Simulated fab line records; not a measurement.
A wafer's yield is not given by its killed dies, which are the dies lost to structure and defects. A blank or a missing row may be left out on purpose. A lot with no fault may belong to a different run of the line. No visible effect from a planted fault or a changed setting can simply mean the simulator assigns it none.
Which tool did it?	flow nand_harc	23 lots, 69 wafers sampled, at 6 steps of a route of 1159

## WHAT EACH GAUGE READ, for each wafer
The record lacks any reading of a measuring or inspecting step that a usual standard deviation could be used to judge.

## EACH LOT AND THE TOOL THAT RAN IT (in order: tool; ch and the chambers of the sampled wafers; start)
lot	NHARC_A_STAIRCASE_ETCH_27	NHARC_A_STAIRCASE_TRIM_222	NHARC_A_STAIRCASE_TRIM_224	NHARC_A_STAIRCASE_TRIM_226	NHARC_A_STAIRCASE_ETCH_232	NHARC_A_STAIRCASE_ETCH_234
L074	rie_diel-08 ch 1,2, no start	rie_diel-08 ch 1,3, no start	rie_diel-08 ch 1,3, no start	rie_diel-08 ch 1,3, no start	rie_diel-08 ch 1,3, no start	rie_diel-08 ch 1,3, no start
L075	rie_diel-12 ch 0,1,2, no start	rie_diel-12 ch 2,3, no start	rie_diel-12 ch 2,3, no start	rie_diel-12 ch 0,3, no start	rie_diel-06 ch 1,3, no start	rie_diel-06 ch 0,1,2, no start
L076	rie_diel-06 ch 1,2,3, no start	rie_diel-08 ch 0,3, no start	rie_diel-08 ch 0,1,3, no start	rie_diel-08 ch 1,3, no start	rie_diel-06 ch 0,2, no start	rie_diel-06 ch 1,2,3, no start
L077	rie_diel-08 ch 1,3, no start	rie_diel-08 ch 0,1,3, no start	rie_diel-08 ch 1,3, no start	rie_diel-08 ch 0,1,2, no start	rie_diel-06 ch 2,3, no start	rie_diel-06 ch 1,2, no start
L078	rie_diel-06 ch 1,2, no start	rie_diel-12 ch 0,1, no start	rie_diel-12 ch 0,1,2, no start	rie_diel-12 ch 1,2,3, no start	rie_diel-12 ch 1,3, no start	rie_diel-12 ch 0,1,2, no start
L080	rie_diel-12 ch 2,3, no start	rie_diel-06 ch 0,1,2, no start	rie_diel-06 ch 0,1,2, no start	rie_diel-06 ch 0,3, no start	rie_diel-08 ch 1,2, no start	rie_diel-08 ch 0,1,3, no start
L079	rie_diel-08 ch 0,3, no start	rie_diel-06 ch 2,3, no start	rie_diel-06 ch 0,1, no start	rie_diel-06 ch 0,1, no start	rie_diel-08 ch 1,2, no start	rie_diel-08 ch 0,1, no start
L083	rie_diel-08 ch 0,1,3, no start	rie_diel-06 ch 2,3, no start	rie_diel-06 ch 1,2,3, no start	rie_diel-06 ch 2,3, no start	rie_diel-06 ch 1,2,3, no start	rie_diel-06 ch 1,2, no start
L082	rie_diel-12 ch 0,2,3, no start	rie_diel-08 ch 0,1,2, no start	rie_diel-08 ch 0,2,3, no start	rie_diel-08 ch 1,2,3, no start	rie_diel-08 ch 0,1,3, no start	rie_diel-08 ch 1,2,3, no start
L081	rie_diel-06 ch 0,1,3, no start	rie_diel-08 ch 2,3, no start	rie_diel-08 ch 1,3, no start	rie_diel-08 ch 0,1,3, no start	rie_diel-06 ch 0,1,3, no start	rie_diel-06 ch 0,3, no start
L085	rie_diel-12 ch 0,1,3, no start	rie_diel-12 ch 0,2,3, no start	rie_diel-12 ch 1,2, no start	rie_diel-12 ch 1,2,3, no start	rie_diel-12 ch 1,2,3, no start	rie_diel-12 ch 1,2, no start
L084	rie_diel-12 ch 0,1,2, no start	rie_diel-12 ch 0,1,3, no start	rie_diel-12 ch 0,1, no start	rie_diel-12 ch 0,2, no start	rie_diel-12 ch 1,2,3, no start	rie_diel-12 ch 2,3, no start
L087	rie_diel-12 ch 0,1,3, no start	rie_diel-12 ch 1,3, no start	rie_diel-12 ch 0,3, no start	rie_diel-12 ch 0,3, no start	rie_diel-08 ch 0,1,2, no start	rie_diel-08 ch 1,2,3, no start
L086	rie_diel-08 ch 0,1,3, no start	rie_diel-06 ch 1,2,3, no start	rie_diel-06 ch 1,2,3, no start	rie_diel-06 ch 0,2,3, no start	rie_diel-08 ch 0,2,3, no start	rie_diel-08 ch 0,1,2, no start
L088	rie_diel-06 ch 0,2,3, no start	rie_diel-06 ch 0,2, no start	rie_diel-06 ch 0,1,2, no start	rie_diel-06 ch 0,3, no start	rie_diel-12 ch 0,1,2, no start	rie_diel-12 ch 0,1,2, no start
L089	rie_diel-08 ch 0,1,3, no start	rie_diel-06 ch 0,3, no start	rie_diel-06 ch 0,1,2, no start	rie_diel-06 ch 1,2, no start	rie_diel-06 ch 0,1,3, no start	rie_diel-06 ch 0,2,3, no start
L090	rie_diel-08 ch 0,2, no start	rie_diel-08 ch 2,3, no start	rie_diel-08 ch 0,1,3, no start	rie_diel-08 ch 0,3, no start	rie_diel-12 ch 0,2,3, no start	rie_diel-12 ch 1,3, no start
L091	rie_diel-06 ch 0,1,3, no start	rie_diel-06 ch 0,3, no start	rie_diel-06 ch 0,1,2, no start	rie_diel-06 ch 0,2, no start	rie_diel-08 ch 1,2,3, no start	rie_diel-08 ch 0,1,3, no start
L093	rie_diel-12 ch 0,2,3, no start	rie_diel-08 ch 0,2,3, no start	rie_diel-08 ch 0,2,3, no start	rie_diel-08 ch 1,2,3, no start	rie_diel-08 ch 1,2,3, no start	rie_diel-08 ch 0,2,3, no start
L094	rie_diel-12 ch 0,1,3, no start	rie_diel-08 ch 0,1,2, no start	rie_diel-08 ch 0,1,2, no start	rie_diel-08 ch 0,1,2, no start	rie_diel-06 ch 1,2,3, no start	rie_diel-06 ch 1,3, no start
L095	rie_diel-06 ch 0,1,2, no start	rie_diel-06 ch 0,2,3, no start	rie_diel-06 ch 0,2,3, no start	rie_diel-06 ch 0,3, no start	rie_diel-12 ch 2,3, no start	rie_diel-12 ch 1,2,3, no start
L097	rie_diel-06 ch 0,1,3, no start	rie_diel-12 ch 0,1,3, no start	rie_diel-12 ch 0,1,3, no start	rie_diel-12 ch 0,1, no start	rie_diel-06 ch 0,3, no start	rie_diel-06 ch 0,2,3, no start
L096	rie_diel-08 ch 1,2, no start	rie_diel-08 ch 0,1,3, no start	rie_diel-08 ch 0,2, no start	rie_diel-08 ch 1,2, no start	rie_diel-08 ch 0,3, no start	rie_diel-08 ch 0,1,3, no start
- NHARC_A_STAIRCASE_ETCH_27: etches the open film in C4F8/O2, target depth 100 nm, time 40.5 s.
- NHARC_A_STAIRCASE_TRIM_222: chemistry O2, time 211.2 s.
- NHARC_A_STAIRCASE_TRIM_224: chemistry O2, time 211.2 s.
- NHARC_A_STAIRCASE_TRIM_226: chemistry O2, time 211.2 s.
- NHARC_A_STAIRCASE_ETCH_232: etches the open film in C4F8/O2, target depth 100 nm, time 40.5 s.
- NHARC_A_STAIRCASE_ETCH_234: etches the open film in C4F8/O2, target depth 100 nm, time 40.5 s.

## AS READ BY THE TOOLS THEMSELVES (means over the sampled wafers that have a number; for cases with no such wafer, the mark the record gives instead)
NHARC_A_STAIRCASE_ETCH_27. Usual: oes_product_au 0.940 a.u., standard deviation 0.011; rf_vpp_V 896 V, standard deviation 4.4.
lot	tool	oes_product_au (a.u.)	rf_vpp_V (V)	flag
L074	rie_diel-08	0.955	898	
L075	rie_diel-12	0.926	897	
L076	rie_diel-06	0.946	901	
L077	rie_diel-08	0.938	899	
L078	rie_diel-06	0.929	900	
L080	rie_diel-12	0.947	894	
L079	rie_diel-08	0.927	893	
L083	rie_diel-08	0.945	896	
L082	rie_diel-12	0.938	895	
L081	rie_diel-06	0.940	898	
L085	rie_diel-12	0.923	897	
L084	rie_diel-12	0.945	898	
L087	rie_diel-12	0.934	896	
L086	rie_diel-08	0.929	896	
L088	rie_diel-06	0.951	897	
L089	rie_diel-08	0.940	895	
L090	rie_diel-08	0.948	888	
L091	rie_diel-06	0.943	898	
L093	rie_diel-12	0.934	895	
L094	rie_diel-12	0.934	895	
L095	rie_diel-06	0.937	897	
L097	rie_diel-06	0.943	898	
L096	rie_diel-08	0.937	897	

NHARC_A_STAIRCASE_TRIM_222. Usual: drypump_motor_current_A 5.8 A, standard deviation 0.5; o2_flow_sccm 499.9 sccm, standard deviation 1.5; oes_product_au 0.998 a.u., standard deviation 0.01; rf_vpp_V 57.8 V, standard deviation 0.87; showerhead_plenum_p_Torr 3.54 Torr, standard deviation 0.12; throttle_valve_pct 17.036 %, standard deviation 0.0084.
lot	tool	drypump_motor_current_A (A)	o2_flow_sccm (sccm)	oes_product_au (a.u.)	rf_vpp_V (V)	showerhead_plenum_p_Torr (Torr)	throttle_valve_pct (%)	flag
L074	rie_diel-08	5.7	500.7	0.989	58.1	3.55	17.041	
L075	rie_diel-12	5.2	499.9	1.004	57.9	3.50	17.027	
L076	rie_diel-08	5.4	498.4	1.000	56.1	3.45	17.042	
L077	rie_diel-08	5.9	500.6	1.005	58.1	3.53	17.034	
L078	rie_diel-12	5.9	499.8	0.989	58.1	3.61	17.036	
L080	rie_diel-06	5.8	499.2	1.001	57.6	3.58	17.032	
L079	rie_diel-06	6.1	500.2	1.010	58.6	3.65	17.036	
L083	rie_diel-06	6.2	500.0	1.012	58.7	3.65	17.032	
L082	rie_diel-08	6.1	500.7	0.999	57.7	3.48	17.031	
L081	rie_diel-08	5.6	499.6	1.007	57.6	3.37	17.033	
L085	rie_diel-12	5.4	500.6	1.002	57.3	3.49	17.031	
L084	rie_diel-12	5.5	499.6	0.990	58.2	3.53	17.036	
L087	rie_diel-12	5.6	498.5	0.978	58.0	3.58	17.028	
L086	rie_diel-06	6.1	500.2	1.000	58.2	3.63	17.030	
L088	rie_diel-06	5.8	498.8	0.998	57.3	3.55	17.041	
L089	rie_diel-06	5.8	500.4	1.000	58.0	3.59	17.036	
L090	rie_diel-08	5.4	501.1	1.005	57.4	3.40	17.040	
L091	rie_diel-06	5.9	498.9	0.989	58.4	3.59	17.040	
L093	rie_diel-08	5.6	500.4	0.996	58.0	3.39	17.035	
L094	rie_diel-08	6.0	500.7	1.004	58.5	3.46	17.037	
L095	rie_diel-06	5.8	499.5	1.004	57.4	3.57	17.034	
L097	rie_diel-12	5.5	500.0	0.984	58.2	3.52	17.037	
L096	rie_diel-08	5.9	500.0	1.006	57.5	3.51	17.038	

NHARC_A_STAIRCASE_TRIM_224. Usual: drypump_motor_current_A 5.8 A, standard deviation 0.48; o2_flow_sccm 500.1 sccm, standard deviation 1.5; oes_product_au 0.995 a.u., standard deviation 0.0099; rf_vpp_V 57.8 V, standard deviation 0.9; showerhead_plenum_p_Torr 3.53 Torr, standard deviation 0.11; throttle_valve_pct 17.037 %, standard deviation 0.0088.
lot	tool	drypump_motor_current_A (A)	o2_flow_sccm (sccm)	oes_product_au (a.u.)	rf_vpp_V (V)	showerhead_plenum_p_Torr (Torr)	throttle_valve_pct (%)	flag
L074	rie_diel-08	6.1	500.1	0.997	57.8	3.63	17.030	
L075	rie_diel-12	5.0	500.0	0.997	57.6	3.47	17.049	
L076	rie_diel-08	5.8	500.2	1.000	58.3	3.53	17.036	
L077	rie_diel-08	5.7	499.8	0.992	58.4	3.55	17.037	
L078	rie_diel-12	5.8	499.7	0.983	58.0	3.57	17.040	
L080	rie_diel-06	5.7	500.1	0.990	58.0	3.58	17.039	
L079	rie_diel-06	5.7	501.1	0.986	57.6	3.59	17.039	
L083	rie_diel-06	6.0	500.2	1.000	57.5	3.64	17.036	
L082	rie_diel-08	5.6	499.9	0.998	57.6	3.40	17.046	
L081	rie_diel-08	5.7	499.7	0.987	57.3	3.54	17.033	
L085	rie_diel-12	5.8	501.7	0.993	57.5	3.61	17.035	
L084	rie_diel-12	6.0	501.2	0.983	57.7	3.60	17.037	
L087	rie_diel-12	5.1	498.8	0.988	59.0	3.46	17.037	
L086	rie_diel-06	6.0	499.9	0.990	58.7	3.63	17.034	
L088	rie_diel-06	5.7	500.8	1.000	58.2	3.56	17.033	
L089	rie_diel-06	5.7	498.9	1.002	57.0	3.56	17.038	
L090	rie_diel-08	5.9	500.9	0.993	58.1	3.51	17.031	
L091	rie_diel-06	5.8	499.8	0.997	57.5	3.56	17.039	
L093	rie_diel-08	5.6	499.9	0.995	58.1	3.39	17.043	
L094	rie_diel-08	6.1	501.1	1.003	57.7	3.46	17.037	
L095	rie_diel-06	5.8	499.7	0.994	57.1	3.57	17.042	
L097	rie_diel-12	5.6	498.7	0.985	57.5	3.52	17.041	
L096	rie_diel-08	5.8	500.5	1.003	58.2	3.33	17.036	

NHARC_A_STAIRCASE_TRIM_226. Usual: drypump_motor_current_A 5.8 A, standard deviation 0.5; o2_flow_sccm 500.2 sccm, standard deviation 1.6; oes_product_au 0.996 a.u., standard deviation 0.0097; rf_vpp_V 57.9 V, standard deviation 0.88; showerhead_plenum_p_Torr 3.54 Torr, standard deviation 0.12; throttle_valve_pct 17.037 %, standard deviation 0.0093.
lot	tool	drypump_motor_current_A (A)	o2_flow_sccm (sccm)	oes_product_au (a.u.)	rf_vpp_V (V)	showerhead_plenum_p_Torr (Torr)	throttle_valve_pct (%)	flag
L074	rie_diel-08	5.6	500.3	0.997	57.4	3.55	17.043	
L075	rie_diel-12	5.1	498.9	0.996	57.9	3.47	17.036	
L076	rie_diel-08	6.1	499.9	0.983	58.3	3.62	17.031	
L077	rie_diel-08	6.1	500.9	1.002	58.2	3.48	17.034	
L078	rie_diel-12	5.4	501.1	1.004	57.8	3.54	17.037	
L080	rie_diel-06	5.5	500.4	0.992	57.6	3.54	17.028	
L079	rie_diel-06	5.4	501.8	0.990	57.5	3.53	17.044	
L083	rie_diel-06	6.1	501.0	0.998	58.0	3.65	17.044	
L082	rie_diel-08	5.9	500.6	0.998	57.2	3.49	17.028	
L081	rie_diel-08	5.9	500.8	0.995	57.8	3.52	17.031	
L085	rie_diel-12	5.4	499.5	0.993	57.1	3.53	17.036	
L084	rie_diel-12	5.6	499.0	0.991	58.1	3.52	17.044	
L087	rie_diel-12	5.1	500.7	0.994	57.6	3.45	17.032	
L086	rie_diel-06	5.9	499.6	1.003	58.4	3.57	17.040	
L088	rie_diel-06	5.8	498.3	0.997	57.1	3.59	17.039	
L089	rie_diel-06	6.1	500.0	1.001	58.4	3.61	17.032	
L090	rie_diel-08	5.6	500.9	1.001	57.5	3.42	17.037	
L091	rie_diel-06	5.8	501.3	1.002	58.1	3.55	17.041	
L093	rie_diel-08	5.9	501.8	0.995	58.2	3.48	17.045	
L094	rie_diel-08	6.1	499.6	1.000	58.1	3.46	17.029	
L095	rie_diel-06	5.8	499.7	0.999	57.6	3.59	17.045	
L097	rie_diel-12	5.9	500.8	0.987	57.3	3.54	17.030	
L096	rie_diel-08	6.1	501.0	1.001	58.7	3.43	17.035	

NHARC_A_STAIRCASE_ETCH_232. Usual: oes_product_au 0.943 a.u., standard deviation 0.012; rf_vpp_V 896 V, standard deviation 4.5.
lot	tool	oes_product_au (a.u.)	rf_vpp_V (V)	flag
L074	rie_diel-08	0.929	900	
L075	rie_diel-06	0.946	901	
L076	rie_diel-06	0.937	895	
L077	rie_diel-06	0.955	900	
L078	rie_diel-12	0.933	898	
L080	rie_diel-08	0.955	898	
L079	rie_diel-08	0.951	894	
L083	rie_diel-06	0.938	901	
L082	rie_diel-08	0.942	896	
L081	rie_diel-06	0.951	898	
L085	rie_diel-12	0.936	896	
L084	rie_diel-12	0.943	896	
L087	rie_diel-08	0.936	894	
L086	rie_diel-08	0.936	891	
L088	rie_diel-12	0.945	897	
L089	rie_diel-06	0.939	898	
L090	rie_diel-12	0.948	894	
L091	rie_diel-08	0.951	894	
L093	rie_diel-08	0.942	894	
L094	rie_diel-06	0.944	899	
L095	rie_diel-12	0.951	895	
L097	rie_diel-06	0.957	897	
L096	rie_diel-08	0.927	892	

NHARC_A_STAIRCASE_ETCH_234. Usual: oes_product_au 0.939 a.u., standard deviation 0.012; rf_vpp_V 896 V, standard deviation 4.4.
lot	tool	oes_product_au (a.u.)	rf_vpp_V (V)	flag
L074	rie_diel-08	0.935	897	
L075	rie_diel-06	0.948	898	
L076	rie_diel-06	0.937	899	
L077	rie_diel-06	0.940	899	
L078	rie_diel-12	0.924	897	
L080	rie_diel-08	0.948	896	
L079	rie_diel-08	0.950	899	
L083	rie_diel-06	0.949	899	
L082	rie_diel-08	0.946	895	
L081	rie_diel-06	0.954	896	
L085	rie_diel-12	0.934	899	
L084	rie_diel-12	0.930	893	
L087	rie_diel-08	0.934	895	
L086	rie_diel-08	0.942	893	
L088	rie_diel-12	0.946	896	
L089	rie_diel-06	0.935	899	
L090	rie_diel-12	0.936	894	
L091	rie_diel-08	0.929	896	
L093	rie_diel-08	0.941	891	
L094	rie_diel-06	0.936	900	
L095	rie_diel-12	0.930	896	
L097	rie_diel-06	0.951	897	
L096	rie_diel-08	0.936	896	

## THE ANSWER, worked out from the rows above alone
Rule: lot off if the mean of its wafers having a number is beyond 3 standard deviations from the usual mean. Also off: a lot with no number at a reading for which 4 or more lots have one. All remaining lots with rows at the step are treated as sound. The gauges are gone through in route order, then the tools' own readings, and for those a lot's mean is taken as printed above. At the first step where some lot is off, the reading lying furthest off is the one used; lots without a number count as furthest.
No lot is off at any reading shown: from this, nothing can be told.

## WHAT THE SIMULATOR HAD PUT IN
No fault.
